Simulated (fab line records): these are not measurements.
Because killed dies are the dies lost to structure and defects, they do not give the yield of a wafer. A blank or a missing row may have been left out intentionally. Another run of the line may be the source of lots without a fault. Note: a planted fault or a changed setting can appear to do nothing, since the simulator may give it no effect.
Split-lot trial ; flow n5-finfet ; 21 wafers read across 7 lots, on a route 1938 steps long

ON THE SPLIT
At N5_BEOL_M0_SAQP_PECVD_97 (deposits SiNx from SiH4/NH3/N2, target thk 23 nm, time 19.9 s), the setting time-s was moved away from the recipe's 19.9 s on 7 of the 21 wafers read, by -13.8% to -5.8%. This setting was run at the recipe's value on the other wafers.

The reading comes from the split's own step.

THE READING
SiNx_of_BEOL_M0_SAQP_PECVD_97.thk-nm (the simulator's own value, which no gauge read), in nm, at N5_BEOL_M0_SAQP_PECVD_97 (deposits SiNx from SiH4/NH3/N2, target thk 23 nm, time 19.9 s). The file does not state a usual value for it. Across the 14 wafers here that went through the recipe, the average is 23.2 nm and the standard deviation 0.41 nm.

wafer;tool, chamber at the split;time-s as run, s;against the recipe;SiNx_of_BEOL_M0_SAQP_PECVD_97.thk-nm, nm;against lot-mates on the recipe
L077.1;pecvd-01, 0;19.9;recipe;23;-
L077.4;pecvd-01, 0;19.9;recipe;23;-
L077.5;pecvd-01, 1;19.9;recipe;23.8;-
L081.2;pecvd-03, 0;18.38;-7.6%;21.4;no lot-mate on the recipe
L081.4;pecvd-03, 0,2;18.38;-7.6%;21.6;no lot-mate on the recipe
L081.6;pecvd-03, 0,2;18.38;-7.6%;21.6;no lot-mate on the recipe
L083.2;pecvd-01, 2;19.9;recipe;23.2;-
L083.5;pecvd-01, 1;19.9;recipe;23.6;-
L083.6;pecvd-01, 2;19.9;recipe;23;-
L084.2;pecvd-03, 1;19.9;recipe;22.6;-
L084.3;pecvd-03, 0;18.75;-5.8%;21.6;-1.3
L084.4;pecvd-03, 1;19.9;recipe;23.2;-
L086.3;pecvd-03, 1;19.9;recipe;22.6;-
L086.4;pecvd-03, 2;19.9;recipe;23.4;-
L086.5;pecvd-03, 1;17.15;-13.8%;19.8;-3.2
L089.1;pecvd-03, 1;19.9;recipe;22.8;-
L089.5;pecvd-03, 0;19.9;recipe;23.6;-
L089.6;pecvd-03, 1;19.9;recipe;23;-
L097.1;pecvd-01, 2;18.28;-8.1%;20.6;-3.4
L097.3;pecvd-01, 0;18.28;-8.1%;21;-3.0
L097.6;pecvd-01, 1;19.9;recipe;24;-
The file does not say which wafer passed through which chamber wherever a row lists several chambers: such a row stands for several wafers.

FIT RESULTS
A straight line over all 21 wafers: SiNx_of_BEOL_M0_SAQP_PECVD_97.thk-nm changes by +0.251 nm for each +1% of time-s; r = +0.94; the points scatter about the line by 0.4 nm.
The same after taking each lot's own level away (the mean of its wafers on the recipe; 18 wafers): +0.288 nm for each +1%; r = +0.93; scatter 0.48 nm.
That fit puts the effect of the largest move of time-s on the reading at 4 nm.
The span of the lots' own levels, 22.90 to 24.00 nm, comes to 2.7 times the standard deviation stated above.
So the lot-to-lot level changes the slope: the two fits differ.
Check: -4.98 nm against its lot-mates is what the line predicts for one of the wafers moved furthest among these (-13.8%) when that wafer is left out of the fit. It came out at -3.2 nm against them.

THE OTHER SPLITS THESE WAFERS WENT THROUGH
Note: prior to the reading, these wafers also went through further splits. Each is held against what the fit with the lots' levels taken away leaves over:
other split on the same wafers;wafers away from the commonest value;r with SiNx_of_BEOL_M0_SAQP_PECVD_97.thk-nm (lot level and that fit taken away)
N5_SD_EPI_N_ETCH_35 time-s;9;-0.18
N5_SDB_EXPOSE_08 dose-mj;8;-0.19
N5_HKMG_FIN_COAT_06 spin-rpm;6;+0.33
N5_HKMG_FIN_EXPOSE_09 dose-mj;5;-0.45
N5_MOL_CONTACT_COAG_ALD_133 ald-cycles;11;-0.04

THE FILE'S OWN FIT
SiNx_of_BEOL_M0_SAQP_PECVD_97.thk-nm changes by +0.268 nm for each +1% of time-s, r = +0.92.
